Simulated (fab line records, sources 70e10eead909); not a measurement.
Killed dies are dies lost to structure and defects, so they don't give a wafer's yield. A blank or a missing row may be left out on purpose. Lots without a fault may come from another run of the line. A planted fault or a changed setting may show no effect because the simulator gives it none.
fab line records | flow nand_harc
record lots=14 wafers=40 last_day=24
route steps=1159 shown P_BONDPAD@374 A_SOURCE_PLATE@423 A_ONON_D1@426 A_CHANNEL_HOLE_D1@450
lots that met no fault: from a run of the same line without faults
start_h: hours from the record's first day to the start of the lot's first wafer shown | wait_h: hours since the lot's step before | " the same as in the row above | L1.1+2: a row that stands for several wafers | - no value, or no start given | * or withheld: withheld | < > ~ a bound
route shown NAME@n: a module of which the file shows steps, and the number in the route of the first | usual: mean/standard deviation of fault-free wafers | same: alike in all rows | chamber/n: place in a boat | sites: the reading at each site | _std_site: their standard deviation | _edge_site: outer sites' mean less inner sites' | radius_mm: how far each site lies from the wafer's centre | mask NAME#n: copy n | behind: the tool/chamber that last shaped the wafer | hold: why the lot was held/for how many hours/how that ended | device: the transistor (n, p or np) that didn't switch | end of line: the same wafers' tests at the end of the route | a step without rows: its recipe alone | killed: dies lost to structure and defects at the first sort, not the wafer's yield | map: a wafer's dies, x killed, . not, _ none there
set.NAME: the setting as run; set.NAME@STEP: as run at that earlier step | model.NAME: the simulator's own value behind a step, which no gauge read
steps of the route over a sample of lots; a table a step, a row a wafer
services: from which hour (start_h, from the record's first day; less than 0 if before it) a tool's chamber was out of use, for how many hours, and why
## steps
# step NHARC_P_BONDPAD_DEGAS_25
# recipe temp_c=300 time_s=60
# usual heater_power_w=467/56
# columns lot.wafer tool chamber start_h wait_h heater_power_w
L851.1 pvd_sputter-01 - 120.30 - 522
L851.6 " - " " 538
L851.5 " - " " 511
L852.2 pvd_sputter-02 - 129.56 - 428
L852.1 " - " " 489
L852.3 " - " " 466
L853.3 pvd_sputter-02 - 150.42 - 432
L853.1 " - " " 562
L853.5 " - " " 470
L854.2 pvd_sputter-02 - 151.81 - 460
L854.1 " - " " 571
L854.6 " - " " 455
L856.2 pvd_sputter-01 - 152.51 - 536
L856.3 " - " " 516
L856.6 " - " " 472
L855.4 pvd_sputter-02 - 159.20 - 556
L855.3 " - " " 479
L855.6 " - " " 567
L858.3 pvd_sputter-01 - 173.23 - 472
L858.4 " - " " 514
L858.6 " - " " 467
L857.2 pvd_sputter-02 - 173.62 - 458
L857.3 " - " " 433
L857.4 " - " " 480
L860.2 pvd_sputter-03 - 190.01 - 405
L860.1 " - " " 384
L860.5 " - " " 504
L861.1 pvd_sputter-01 - 195.72 - 394
L861.5 " - " " 394
L861.6 " - " " 469
L864.3 pvd_sputter-02 - 224.97 - 445
L864.2 " - " " 589
L864.1 " - " " 463
L863.1 pvd_sputter-03 - 225.39 - 414
L863.3 " - " " 478
L863.5 " - " " 413
L868.4 pvd_sputter-02 - 236.80 - 563
L868.5 " - " " 483
L873.1 pvd_sputter-03 - 260.65 - 488
L873.3 " - " " 388
# step NHARC_A_SOURCE_PLATE_INSPECT_08
# usual raw_defect_count=59/24
# columns lot.wafer tool chamber start_h wait_h raw_defect_count
L851.1 defect_inspect-01 - 152.20 0.0 71
L851.5 " - " " 40
L851.6 " - " " 45
L852.1 defect_inspect-02 - 152.20 0.0 51
L852.2 " - " " 34
L852.3 " - " " 42
L854.1 defect_inspect-01 - 175.17 0.0 21
L854.2 " - " " 44
L854.6 " - " " 24
L853.1 defect_inspect-02 - 175.17 0.0 41
L853.3 " - " " 93
L853.5 " - " " 63
L856.2 defect_inspect-01 - 175.18 0.0 53
L856.3 " - " " 44
L856.6 " - " " 62
L855.3 defect_inspect-01 - 184.02 0.0 40
L855.4 " - " " 43
L855.6 " - " " 40
L858.3 defect_inspect-02 - 198.21 0.0 95
L858.4 " - " " 137
L858.6 " - " " 66
L857.2 defect_inspect-01 - 198.22 0.0 52
L857.3 " - " " 64
L857.4 " - " " 42
L860.1 defect_inspect-02 - 214.94 0.0 68
L860.2 " - " " 99
L860.5 " - " " 64
L861.1 defect_inspect-01 - 220.77 0.0 81
L861.5 " - " " 94
L861.6 " - " " 60
L864.1 defect_inspect-01 - 249.82 0.0 53
L864.2 " - " " 54
L864.3 " - " " 68
L863.1 defect_inspect-02 - 249.82 0.0 49
L863.3 " - " " 33
L863.5 " - " " 35
L868.4 defect_inspect-01 - 257.94 0.0 71
L868.5 " - " " 57
L873.1 defect_inspect-01 - 285.64 0.0 81
L873.3 " - " " 32
# step NHARC_A_ONON_D1_DEP_03
# recipe target_thk_a=10000 n2_flow_sccm=2750 n2o_flow_sccm=2000 nh3_flow_sccm=500 sih4_flow_sccm=210 temp_c=400
# columns lot.wafer tool chamber start_h wait_h
L851.1+5+6 pecvd_onon-03 0 152.82 0.1
L852.1+2+3 pecvd_onon-01 0 152.83 0.1
L853.1+3+5 pecvd_onon-03 0 175.80 0.1
L854.1+2+6 pecvd_onon-02 0 175.81 0.1
L856.2+3+6 pecvd_onon-01 0 175.87 0.1
L855.3+4+6 pecvd_onon-02 0 185.04 0.4
L857.2+3+4 pecvd_onon-02 0 198.91 0.1
L858.3+4+6 pecvd_onon-03 0 198.97 0.2
L860.1+2+5 pecvd_onon-01 0 215.57 0.1
L861.1+5+6 pecvd_onon-03 0 221.40 0.1
L863.1+3+5 pecvd_onon-02 0 250.79 0.4
L864.1+2+3 pecvd_onon-01 0 250.92 0.2
L868.4+5 pecvd_onon-01 0 258.75 0.2
L873.1+3 pecvd_onon-01 0 286.27 0.1
# step NHARC_A_ONON_D1_THK_MEAS_05
# recipe thk_meas_gauge=ellipsometry
# usual thk_nm=998/11
# columns lot.wafer tool chamber start_h wait_h thk_nm
L851.1 film_metro-01 - 153.33 - 999
L851.5 " - " " 998
L851.6 " - " " 1000
L852.1 film_metro-01 - 153.34 - 1005
L852.2 " - " " 1003
L852.3 " - " " 1003
L853.1 film_metro-01 - 176.32 - 1002
L853.3 " - " " 1000
L853.5 " - " " 1004
L854.1 film_metro-02 - 176.32 - 1004
L854.2 " - " " 1007
L854.6 " - " " 1005
L856.2 film_metro-01 - 176.33 - 983
L856.3 " - " " 985
L856.6 " - " " 985
L855.3 film_metro-01 - 185.46 - 996
L855.4 " - " " 993
L855.6 " - " " 994
L857.2 film_metro-01 - 199.36 - 1013
L857.3 " - " " 1013
L857.4 " - " " 1011
L858.3 film_metro-02 - 199.36 - 1011
L858.4 " - " " 1010
L858.6 " - " " 1009
L860.1 film_metro-02 - 216.08 - 979
L860.2 " - " " 982
L860.5 " - " " 981
L861.1 film_metro-01 - 221.91 - 995
L861.5 " - " " 994
L861.6 " - " " 996
L863.1 film_metro-01 - 251.30 - 990
L863.3 " - " " 991
L863.5 " - " " 990
L864.1 film_metro-02 - 251.44 - 1000
L864.2 " - " " 1000
L864.3 " - " " 1000
L868.4 film_metro-01 - 259.09 - 882
L868.5 " - " " 971
L873.1 film_metro-01 - 286.78 - 909
L873.3 " - " " 998
# step NHARC_A_CHANNEL_HOLE_D1_DEP_00
# recipe target_thk_a=31000 temp_c=400 material=aC
# usual throttle_valve_pct=34.999/0.0088
# columns lot.wafer tool chamber start_h wait_h throttle_valve_pct
L852.1 acl_dep-01 0 170.21 0.1 35.006
L852.2 " 0 " " 34.987
L852.3 " 0 " " 35.012
L851.1 acl_dep-03 0 170.24 0.1 35.011
L851.5 " 0 171.52 1.3 34.989
L851.6 " 0 " " 34.988
L854.1 acl_dep-01 0 190.23 2.4 35.008
L854.2 " 0 " " 35.023
L854.6 " 0 191.82 3.9 34.998
L856.2 acl_dep-03 0 190.56 2.6 34.995
L856.3 " 0 " " 34.990
L856.6 " 0 " " 34.995
L853.1 acl_dep-02 0 191.41 3.3 34.999
L853.3 " 0 " " 35.025
L853.5 " 0 " " 35.014
L855.3 acl_dep-02 0 199.34 2.2 35.004
L855.4 " 0 " " 35.008
L855.6 " 0 " " 35.010
L858.3 acl_dep-02 0 214.02 1.2 34.987
L858.4 " 0 " " 34.997
L858.6 " 0 " " 35.001
L857.2 acl_dep-01 0 214.09 1.2 35.003
L857.3 " 0 " " 34.997
L857.4 " 0 " " 34.992
L860.1 acl_dep-02 0 228.59 0.1 34.999
L860.2 " 0 " " 34.984
L860.5 " 0 " " 35.003
L861.1 acl_dep-02 0 233.63 0.1 35.009
L861.5 " 0 234.89 1.3 35.018
L861.6 " 0 " " 35.003
L863.1 acl_dep-01 0 265.56 1.7 34.987
L863.3 " 0 " " 35.000
L863.5 " 0 " " 34.996
L864.1 acl_dep-02 0 265.75 1.8 35.012
L864.2 " 0 " " 35.001
L864.3 " 0 " " 35.008
L868.5 acl_dep-02 0 277.44 3.6 34.986
L873.3 acl_dep-02 0 302.93 4.0 34.999
## services
# columns tool chamber start_h hours kind
pvd_sputter-03 - 102.00 10.0 pm
pecvd_onon-02 - 111.18 13.0 pm
acl_dep-01 - 112.80 13.0 pm
pecvd_onon-03 - 153.17 13.0 pm
pvd_sputter-01 - 158.06 10.0 pm
pvd_sputter-02 - 167.76 0.7 repair
acl_dep-02 - 169.37 13.0 pm
pecvd_onon-01 - 195.29 13.0 pm
pvd_sputter-01 - 210.20 3.8 repair
pvd_sputter-02 - 214.00 10.0 pm
pvd_sputter-01 - 219.12 1.2 repair
acl_dep-03 - 225.46 13.0 pm
pvd_sputter-01 - 237.14 38.6 repair
acl_dep-03 - 263.57 5.7 repair
pvd_sputter-03 - 280.00 10.0 pm
pecvd_onon-02 - 292.18 13.0 pm
acl_dep-01 - 294.02 13.0 pm
## key
first_sign step=NHARC_A_ONON_D1_THK_MEAS_05 reading=thk_nm direction=down sigmas=9.7 usual=998 struck=895
effect none on later readings
met_at NHARC_A_ONON_D1_DEP_03
struck_lots L868,L873
struck_wafers L868.4,L873.1
later_rows_left_out L868.4,L873.1
sort_left_out L868.4,L873.1
tester_left_out L868,L873
not_acting_at NHARC_P_BONDPAD_DEGAS_25,NHARC_A_SOURCE_PLATE_INSPECT_08,NHARC_A_CHANNEL_HOLE_D1_DEP_00
onset_between 250.92 258.75
fault kind=process_parameter_drift tool=pecvd_onon-01 chamber=- onset_h=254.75 steps=NHARC_A_ONON_D1_DEP_03 channel=target_thk_a offset=* shape=step end_h=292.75 scope=struck_wafers_only acts_in=* stated=*
# tester_left_out: of these lots the tester's yield and bins aren't shown, on N5 and GAA mostly nor the transistor test; their killed dies are dies lost to structure and defects alone, not to doping, threshold or leakage, so they don't give the yield
# sort_left_out: the simulated sort isn't trusted on such a fault, so these wafers' sort isn't shown, and their yield isn't known
# later_rows_left_out: the simulator's readings of these wafers behind a module that went badly wrong aren't trusted and aren't shown, but for the sort
